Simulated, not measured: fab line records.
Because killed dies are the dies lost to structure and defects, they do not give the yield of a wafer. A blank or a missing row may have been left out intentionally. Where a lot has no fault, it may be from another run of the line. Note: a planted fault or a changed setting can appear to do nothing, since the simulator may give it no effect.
Struck lot and sound lot, side by side | flow n5 finfet | 14 out of 1938 route steps
Sound: wafers L949.1, L949.3, L949.6. Struck: wafer L957.6 (left out: L957.1, L957.3 of the same lot, which were not struck); the cause appears at the end.
For every step that has rows: the tool of each side, followed by ch and its chambers, followed by its first start. Under that, the readings that differ: sound wafers | struck wafers | difference of the means | sigmas: that difference in standard deviations of wafers without a fault.
alike: readings with means less than 2 such deviations apart, plus words and numbers identical on both sides. not compared: withheld readings, readings lacking a value on some wafer, bounds such as >300 that could conceal the same value, and numbers that have no deviation in the record and whose values overlap.
A row with sigmas, a row that says differs or no value, or rows on one side alone: a step with any of these is where the two part. Non-overlapping numbers with no deviation appear without sigmas and do not part them. A reading that every wafer of one side lacks parts them only if that side has two wafers or more.

first, 1 step without rows for these wafers: N5_BEOL_M11_DEVELOP_27 (develop time 30 s).
N5_BEOL_M11_CD_MEAS_28: the cd target is 70 nm.
  sound on cd sem-01 ch 0, day 11 09:49; struck on cd sem-02 ch 0, day 13 07:37
  alike: cd nm
N5_BEOL_M11_OVL_MEAS_29:
  sound on overlay-02 ch 0, day 11 09:51; struck on overlay-01 ch 0, day 13 07:39
  alike: V10_OVL
N5_BEOL_M11_INSPECT_30: inspects for defects (brightfield).
  sound on defect inspect-02, day 11 09:53; struck on defect inspect-01, day 13 07:40
  alike: raw defect count
N5_BEOL_M11_DESCUM_33: chemistry O2, time 7.9 s.
  sound on rie diel-06 ch 1,2,3, day 11 09:55; struck on rie diel-06 ch 0, day 13 07:43
  reading                | sound             | struck | difference | sigmas
  oes product au (a.u.)  | 0.70 0.73 0.71    | 0.92   | +0.21      | +2
  throttle valve pct (%) | 20.55 20.25 20.70 | 19.99  | -0.51      | -2
  alike: drypump motor current A, rf vpp V, showerhead plenum p Torr
  not compared: rf hours counter h
then, 1 step without rows for these wafers: N5_BEOL_M11_ETCH_65 (etches SiARC in CF4, target depth 39 nm, time 65 s).
N5_BEOL_M11_ETCH_66: etches SOC in N2/H2, target depth 120 nm, overetch 24 nm, time 180 s.
  sound on rie diel-06 ch 1,2,3, day 11 10:00; struck on rie diel-06 ch 0, day 13 07:47
  reading               | sound          | struck | difference | sigmas
  oes product au (a.u.) | 0.57 0.60 0.58 | 0.74   | +0.16      | +2
  alike: drypump motor current A, n2 flow sccm, rf vpp V, showerhead plenum p Torr, throttle valve pct
  not compared: rf hours counter h
then, 1 step without rows for these wafers: N5_BEOL_M11_STRIP_69 (strips in N2/H2).
N5_BEOL_M11_VIA_ETCH_34: etches SiCOH lowk in C4F6/O2, target depth 184.5 nm, time 69.2 s.
  sound on rie diel-06 ch 1,2,3, day 11 10:07; struck on rie diel-06 ch 0, day 13 07:55
  reading               | sound          | struck | difference | sigmas
  oes product au (a.u.) | 0.69 0.73 0.71 | 0.93   | +0.22      | +2
  alike: drypump motor current A, rf vpp V, showerhead plenum p Torr, throttle valve pct
  not compared: rf hours counter h
then, 1 step without rows for these wafers: N5_BEOL_M11_STRIP_73 (strips in C4F6/O2).
N5_BEOL_M11_STRIP_36: strips in N2/H2.
  sound on rie diel-06 ch 1,2,3, day 11 10:11; struck on rie diel-06 ch 0, day 13 07:59
  reading               | sound          | struck | difference | sigmas
  oes product au (a.u.) | 0.69 0.74 0.72 | 0.91   | +0.19      | +2
  alike: drypump motor current A, n2 flow sccm, rf vpp V, showerhead plenum p Torr, throttle valve pct
  not compared: rf hours counter h
N5_BEOL_M11_TRENCH_ETCH_37: etches SiCOH lowk in C4F6/O2, target depth 148.83 nm, time 48 s.
  sound on rie diel-06 ch 1,2,3; struck on rie diel-06 ch 0
  reading                | sound             | struck | difference | sigmas
  oes product au (a.u.)  | 0.69 0.73 0.70    | 0.93   | +0.22      | +2
  throttle valve pct (%) | 21.06 20.77 21.13 | 20.50  | -0.49      | -2
  alike: drypump motor current A, rf vpp V, showerhead plenum p Torr
  not compared: rf hours counter h
N5_BEOL_M11_ETCH_41: etches SiCN in CH3F/O2, target depth 42.6 nm, time 86 s.
  sound on rie diel-06 ch 1,2,3, day 11 10:16; struck on rie diel-06 ch 0, day 13 08:04
  reading                  | sound             | struck | difference | sigmas
  throttle valve pct (%)   | 16.50 16.23 16.54 | 15.88  | -0.54      | -2
  model.etch.depth nm (nm) | 32.02 32.39 31.87 | 19.86  | -12.23     |
  alike: drypump motor current A, oes product au, rf vpp V, showerhead plenum p Torr
  not compared: rf hours counter h
then, 1 step without rows for these wafers: N5_BEOL_M11_STRIP_77 (strips in N2/H2, time 10 s).

## WHERE THEY PART
Last at N5_BEOL_M11_ETCH_41 as far as this record goes, first at N5_BEOL_M11_DESCUM_33.

WHY: what the simulator had put in
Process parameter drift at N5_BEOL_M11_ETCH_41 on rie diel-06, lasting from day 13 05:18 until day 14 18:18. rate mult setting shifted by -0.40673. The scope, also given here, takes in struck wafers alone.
